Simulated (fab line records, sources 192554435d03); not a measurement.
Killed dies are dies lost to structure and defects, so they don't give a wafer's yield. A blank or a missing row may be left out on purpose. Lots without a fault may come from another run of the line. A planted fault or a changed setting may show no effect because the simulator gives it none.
fab line records | flow n5_finfet
record lots=7 wafers=39
route steps=1938 shown DUMMY_GATE@228 SPACER0@258 GATE_CUT@466 MOL_CONTACT_COAG@562 BEOL_M4@1111
start_h: hours from the record's first day to the start of the lot's first wafer shown | wait_h: hours since the lot's step before | " the same as in the row above | L1.1+2: a row that stands for several wafers | - no value, or no start given | * or withheld: withheld | < > ~ a bound
route shown NAME@n: a module of which the file shows steps, and the number in the route of the first | usual: mean/standard deviation of fault-free wafers | same: alike in all rows | chamber/n: place in a boat | sites: the reading at each site | _std_site: their standard deviation | _edge_site: outer sites' mean less inner sites' | radius_mm: how far each site lies from the wafer's centre | mask NAME#n: copy n | behind: the tool/chamber that last shaped the wafer | hold: why the lot was held/for how many hours/how that ended | device: the transistor (n, p or np) that didn't switch | end of line: the same wafers' tests at the end of the route | a step without rows: its recipe alone | killed: dies lost to structure and defects at the first sort, not the wafer's yield | map: a wafer's dies, x killed, . not, _ none there
set.NAME: the setting as run; set.NAME@STEP: as run at that earlier step | model.NAME: the simulator's own value behind a step, which no gauge read
lots whose settings were changed on purpose; a table a step, a row a wafer
## steps
# step N5_DUMMY_GATE_EXPOSE_12
# recipe mask_id=GATE na=0.33 source_shape=annular sigma_inner=0.2 sigma_outer=0.6 polarization=unpolarized target_cd_nm=25 dose_mj=34
# step N5_DUMMY_GATE_ETCH_32
# recipe chemistry=CF4 target=SiO2 target_depth_a=35 time_s=3.9 ion_energy_ev=350 pressure_mtorr=10 icp_w=800 bias_w=400 cf4_flow_sccm=80
# step N5_SPACER0_ALD_07
# recipe material=SiNx target_thk_a=20 temp_c=400 ald_precursor_family=SiH2I2 ald_co_reactant=N2/H2-plasma pressure_torr=2
# step N5_GATE_CUT_ETCH_56
# recipe chemistry=Cl2/Ar target=TiN target_depth_a=216 pressure_mtorr=10 icp_w=600 bias_w=60 Cl2_flow_sccm=40 Ar_flow_sccm=60
# step N5_MOL_CONTACT_COAG_ALD_123
# recipe material=SiNx target_thk_a=50 temp_c=400 ald_precursor_family=SiH2I2 ald_co_reactant=N2/H2-plasma pulse_time_s=1 purge_time_s=2 co_reactant_purge_time_s=2 ald_cycles=100 pressure_torr=2
# step N5_MOL_CONTACT_COAG_VIA_ETCH_117
# recipe chemistry=C4F6/O2 target_depth_a=400 overetch_a=80 mask_material=SOC target=SiO2 bias_w=455 pressure_mtorr=10 time_s=26 source_w=325 Ar_flow_sccm=300 C4F6_flow_sccm=10 O2_flow_sccm=10 ion_energy_ev=575.3 ends=end_point
# step N5_BEOL_M4_RC_MEAS_101
# usual REXT_N=75.5/1.6
# columns lot.wafer tool chamber start_h wait_h set.dose_mj@DUMMY_GATE_EXPOSE_12 set.time_s@DUMMY_GATE_ETCH_32 set.target_thk_a@SPACER0_ALD_07 set.Cl2_flow_sccm@GATE_CUT_ETCH_56 set.ald_cycles@MOL_CONTACT_COAG_ALD_123 set.bias_w@MOL_CONTACT_COAG_VIA_ETCH_117 REXT_N[ohm.um]
L074.1 prober-02 0 167.19 0.0 31.69 3.9 20 40 100 485.1 76.0
L074.2 " 0 " " 34 3.05 20 40 88 455 76.2
L074.3 " 0 " " 31.69 3.05 20 40 88 485.1 76.4
L074.4 " 0 " " 34 3.05 20 40 100 455 77.0
L074.5 " 0 " " 34 3.9 20 40 88 485.1 76.2
L074.6 " 0 " " 31.69 3.9 20 40 100 455 77.0
L076.1 prober-01 0 170.19 0.0 34 3.9 20 40 100 455 73.8
L076.2 " 0 " " 34 3.9 20 46.36 100 455 73.3
L076.3 " 0 " " 34 3.9 20 40 100 406.5 73.3
L076.4 " 0 " " 34 3.9 20 46.36 100 406.5 74.1
L076.5 " 0 " " 34 3.9 20 40 100 455 75.4
L076.6 " 0 " " 34 3.9 20 46.36 100 406.5 74.8
L081.1 prober-01 0 210.70 0.0 34 4.577 20 40 100 525.6 78.3
L081.2 " 0 " " 34 4.577 20 40 85 455 77.0
L081.3 " 0 " " 34 4.577 18.97 40 85 455 74.7
L081.4 " 0 " " 34 3.9 20 40 100 525.6 76.8
L081.5 " 0 " " 34 3.9 18.97 40 100 455 76.0
L081.6 " 0 " " 34 3.9 18.97 40 85 525.6 75.8
L082.1 prober-01 0 212.54 0.0 34 3.9 20 40 93 370.5 73.2
L082.2 " 0 " " 34 3.544 23.11 40 93 455 76.9
L082.3 " 0 " " 34 3.544 23.11 40 100 370.5 76.1
L082.4 " 0 " " 34 3.9 23.11 43.34 100 370.5 77.4
L082.5 " 0 " " 34 3.544 20 43.34 100 455 73.6
L082.6 " 0 " " 34 3.9 20 43.34 93 455 73.4
L086.1 prober-02 0 251.76 0.0 33.01 3.9 20 44.14 93 520.7 77.5
L086.2 " 0 " " 33.01 3.9 23.1 40 93 455 80.6
L086.3 " 0 " " 34 3.41 23.1 44.14 93 455 79.8
L086.4 " 0 " " 34 3.9 23.1 40 100 520.7 80.0
L086.5 " 0 " " 34 3.41 20 40 100 455 77.0
L086.6 " 0 " " 33.01 3.41 20 44.14 100 520.7 76.9
L090.2 prober-02 0 276.97 0.2 34 3.9 20 40 100 455 74.0
L090.3 " 0 " " 34 3.9 20 40 100 455 74.5
L090.5 " 0 " " 34 3.9 20 40 100 455 73.6
L097.1 prober-01 0 313.01 0.0 34 4.741 18.65 40 100 455 72.4
L097.2 " 0 " " 31.3 4.741 20 40 100 386.9 73.9
L097.3 " 0 " " 31.3 3.9 18.65 35.62 100 386.9 72.8
L097.4 " 0 " " 31.3 3.9 20 40 100 455 74.6
L097.5 " 0 " " 34 3.9 18.65 35.62 100 386.9 73.1
L097.6 " 0 " " 34 4.741 20 35.62 100 455 72.9
## key
split step=N5_DUMMY_GATE_EXPOSE_12 setting=dose_mj stated_as=34
response none clear
split step=N5_DUMMY_GATE_ETCH_32 setting=time_s stated_as=3.9
response none clear
split step=N5_SPACER0_ALD_07 setting=target_thk_a stated_as=20
response step=N5_BEOL_M4_RC_MEAS_101 reading=REXT_N slope=+0.21 per=1% together_with=all explained=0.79
split step=N5_GATE_CUT_ETCH_56 setting=Cl2_flow_sccm stated_as=40
response none clear
split step=N5_MOL_CONTACT_COAG_ALD_123 setting=ald_cycles stated_as=100
response none clear
split step=N5_MOL_CONTACT_COAG_VIA_ETCH_117 setting=bias_w stated_as=455
response none clear
